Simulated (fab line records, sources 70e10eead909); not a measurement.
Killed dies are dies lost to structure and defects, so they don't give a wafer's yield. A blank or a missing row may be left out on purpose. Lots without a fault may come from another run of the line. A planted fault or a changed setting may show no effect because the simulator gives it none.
Chamber matching | flow nand_harc | NHARC_A_STAIRCASE_DEP_301 on pecvd-01: 3 sister chambers
The step deposits SiON, target thk 30 nm. 14 wafers are shown with their chamber, then 7 later ones without.

WAFERS WITH THEIR CHAMBER
wafer  | chamber | heater_power_w (W)
L735.2 | 2       | 741
L735.3 | 0       | 842
L735.4 | 1       | 819
L737.1 | 2       | 760
L737.5 | 0       | 842
L737.6 | 2       | 743
L748.1 | 2       | 729
L748.2 | 1       | 910
L748.3 | 0       | 750
L750.1 | 1       | 877
L750.2 | 2       | 709
L750.4 | 1       | 881
L753.1 | 0       | 707
L753.2 | 2       | 817

SIGNATURES (means of the wafers above)
reading        | chamber 0 | chamber 1 | chamber 2 | scatter within a chamber
heater_power_w | 785.25    | 871.75    | 749.83    | 47.7
Rule: a wafer's distance from a chamber is the root of the sum, over the readings, of the square of ((its reading less the chamber's mean) divided by the reading's scatter). The wafer belongs to the nearest chamber; if the next one is less than 2 further off, it can't be placed. The scatter: the root of (the sum of the squares of (reading less its chamber's mean) over the shown wafers, divided by (wafers less chambers)).

WAFERS WITHOUT THEIR CHAMBER
wafer  | heater_power_w (W)
L753.5 | 823
L754.3 | 822
L754.4 | 841
L754.6 | 827
L755.4 | 802
L755.5 | 883
L755.6 | 712

WHICH CHAMBER EACH WENT THROUGH
wafer  | from the rows above          | in truth
L753.5 | can't be placed: 0 or 1 or 2 | 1
L754.3 | can't be placed: 0 or 1 or 2 | 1
L754.4 | can't be placed: 1 or 0 or 2 | 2
L754.6 | can't be placed: 0 or 1 or 2 | 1
L755.4 | can't be placed: 0 or 2 or 1 | 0
L755.5 | can't be placed: 1 or 0      | 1
L755.6 | can't be placed: 2 or 0      | 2
Placed correctly: 0 of 7. Can't be placed from these rows: 7 (the true chamber is among the candidates in 7). Placed wrongly: 0.
